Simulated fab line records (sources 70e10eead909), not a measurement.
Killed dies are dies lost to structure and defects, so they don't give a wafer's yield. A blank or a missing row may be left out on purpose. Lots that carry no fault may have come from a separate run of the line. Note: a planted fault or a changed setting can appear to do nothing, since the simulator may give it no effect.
Code-filled problem report in 8D (eight disciplines) form	flow nandHarc	the parts of the form that need people (team, actions taken, sign-off) are left out

== 1. THE PROBLEM ==
Wafers without a fault read 107.2 s, standard deviation 0.37; runLengthS at NHARC_P_CONTACT_ETCH_31 reads a mean of 63.4 s on 6 wafers belonging to 2 lots. That is -99 or more standard deviations from the usual mean.
The step: etches the open film in CH3F/O2, target depth 30 nm, time 85.7 s.
Earliest sighting: wafer L792.1 on rieDiel-08 at day 9 08:13. Wafers with a number at this step in the record: 36, from 12 lots. Rule for "out", or "out of limits": more than 4 standard deviations from the usual mean. All remaining wafers that have a number are taken as sound.

== 2. WHAT IT IS; WHAT IT IS NOT ==
question	is	is not
which readings at this step	runLengthS	drypumpMotorCurrentA, rfVppV, showerheadPlenumPTorr
which lots	L792, L794	L778, L779, L782, L784, L785, L786, L791, L796, L799, L800
which wafers of those lots	all that have a number	-
read on which tools	rieDiel-08	rieDiel-02, rieDiel-04
when	from day 9 08:13	up to then (21 sound wafers); but 9 sound wafers of L796, L799, L800 came after

== 3. THE SUSPECTS, EACH WITH WHAT RULES IT OUT ==
Counting: a tool at a process step up to the reading stays a suspect if it ran every lot that is out and no sound lot after the first of them.
- rieDiel-08 at NHARC_P_CONTACT_ETCH_31 (etches the open film in CH3F/O2, target depth 30 nm, time 85.7 s): kept. It processed each lot that is out, first L792 at day 9 08:13, and no sound lot thereafter; up to then, the last sound lot it processed was L791 at day 9 01:04. Out on those wafers are its own readings of runLengthS.
Left after counting: rieDiel-08 at NHARC_P_CONTACT_ETCH_31.

== 4. THE CAUSE (what the simulator had put in) ==
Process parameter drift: rieDiel-08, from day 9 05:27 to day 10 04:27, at NHARC_P_CONTACT_ETCH_31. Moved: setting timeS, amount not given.
Counting left only this tool.

== 5. THE CHAIN OF EFFECTS, in route order ==
Each row: a reading where the mean over the struck wafers with a number is more than 3 standard deviations away from the usual. Only readings whose record carries a usual standard deviation are examined. hours: median over the lots of the time between each lot's start at the first step of this table that gives one and its start at this step. sigmas: the change, counted in usual standard deviations.
hours	step	reading	usual	on struck wafers	change	sigmas
0	NHARC_P_CONTACT_ETCH_31	runLengthS	107.2 s	63.4	-43.8	-99 or more
Here are the process steps it includes:
- NHARC_P_CONTACT_ETCH_31: etches the open film in CH3F/O2, target depth 30 nm, time 85.7 s.
At these later measuring or inspecting steps, every struck wafer for which the step has a row has a number for every such reading, and none has moved that far: NHARC_P_CONTACT_INSPECT_27, NHARC_END_SORT_01.

== 6. HOW IT WOULD HAVE BEEN CAUGHT EARLIER ==
3 hours passed between the start of the fault at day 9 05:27 and the first reading out of limits in this record, taken at day 9 08:13.
